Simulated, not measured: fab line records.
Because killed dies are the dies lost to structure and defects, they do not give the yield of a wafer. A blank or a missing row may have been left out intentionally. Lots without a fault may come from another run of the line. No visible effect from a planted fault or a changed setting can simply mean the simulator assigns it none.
Chamber matching | flow nandHarc | NHARC_A_CHANNEL_FILL_D1_ALD_25 on aldHk-02: 4 sister chambers
The step deposits SiOx, target thk 60 nm, pulse time 10 s, ald cycles 600. 8 wafers are shown with their chamber, then 8 later ones without.

WAFERS PAIRED WITH THEIR CHAMBERS
wafer  | chamber | heaterPowerW (W) | precursorPulseHeightRel
L075.2 | 3       | 480              | 0.999
L081.1 | 1       | 442              | 0.958
L081.3 | 2       | 467              | 0.997
L081.4 | 0       | 486              | 0.980
L092.1 | 0       | 495              | 1.004
L092.5 | 1       | 421              | 1.006
L092.6 | 2       | 480              | 1.016
L095.1 | 3       | 486              | 0.979

WAFERS MISSING THEIR CHAMBER
wafer  | heaterPowerW (W) | precursorPulseHeightRel
L095.2 | 475              | 0.992
L095.6 | 487              | 0.995
L096.2 | 422              | 1.016
L096.4 | 480              | 0.996
L096.5 | 457              | 0.999
L097.1 | 484              | 1.024
L097.3 | 497              | 1.025
L097.6 | 479              | 1.001

EACH ONE'S CHAMBER
wafer  | from the rows above               | in truth
L095.2 | can't be placed: 2 or 3 or 0      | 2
L095.6 | can't be placed: 0 or 3 or 2      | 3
L096.2 | 1                                 | 1
L096.4 | can't be placed: 3 or 2 or 0      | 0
L096.5 | can't be placed: 2 or 3 or 1 or 0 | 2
L097.1 | can't be placed: 2 or 3 or 0      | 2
L097.3 | can't be placed: 0 or 3 or 2      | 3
L097.6 | can't be placed: 2 or 3 or 0      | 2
1 of 8 placed correctly. Unplaceable from these rows: 7, with the true chamber sitting among the candidates in 7. Number placed wrongly: 0.
How it was worked out, from the rows above alone: a wafer's distance from a chamber is the root of the sum, over the readings, of the square of ((its reading less the chamber's mean) divided by the reading's scatter). The wafer belongs to the nearest chamber; if the next one is less than 2 further off, it can't be placed. For every chamber, the mean is computed from those of its wafers that are shown. The scatter: the root of (the sum of the squares of (reading less its chamber's mean) over the shown wafers, divided by (wafers less chambers)).
